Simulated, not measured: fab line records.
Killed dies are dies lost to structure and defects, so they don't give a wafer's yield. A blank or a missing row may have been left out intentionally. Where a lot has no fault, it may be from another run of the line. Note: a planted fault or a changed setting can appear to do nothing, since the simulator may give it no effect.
Chamber matching ; flow n5Finfet ; uvCure-03 running N5_BEOL_M5_CURE_79: 3 sister chambers
The step cures SiCOH lowk, time 240 s. 3 wafers are shown with their chamber, then 10 later ones without.

WAFERS, EACH WITH ITS CHAMBER
wafer;chamber;wafer_temp_C_max
L083.5;2;387.9
L086.5;1;386.6
L085.4;0;386.9

WAFERS MISSING THEIR CHAMBER
wafer;wafer_temp_C_max
L085.5;386.8
L088.1;387.7
L088.3;387.6
L088.5;387.2
L089.1;387.6
L089.5;386.7
L089.6;386.2
L097.1;386.6
L097.3;386.8
L097.5;387.1

THE CHAMBER EACH PASSED THROUGH
wafer;from the rows above;in truth
L085.5;can't be placed: 0 or 1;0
L088.1;2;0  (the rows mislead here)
L088.3;can't be placed: 2 or 0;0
L088.5;can't be placed: 0 or 1 or 2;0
L089.1;can't be placed: 2 or 0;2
L089.5;can't be placed: 1 or 0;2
L089.6;can't be placed: 1 or 0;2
L097.1;can't be placed: 1 or 0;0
L097.3;can't be placed: 0 or 1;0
L097.5;can't be placed: 0 or 1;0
Placed correctly: 0 of 10. Unplaceable from these rows: 9, with the true chamber sitting among the candidates in 7. Wrongly placed: 1.
How it was worked out, from the rows above alone: a wafer's distance from a chamber is the root of the sum, over the readings, of the square of ((its reading less the chamber's mean) divided by the reading's scatter). The wafer belongs to the nearest chamber; if the next one is less than 2 further off, it can't be placed. Each chamber's mean is taken over the wafers shown for it. The scatter (one wafer shown for each chamber): square how far every hidden wafer sits from the nearest shown wafer, average those squares and take the square root.
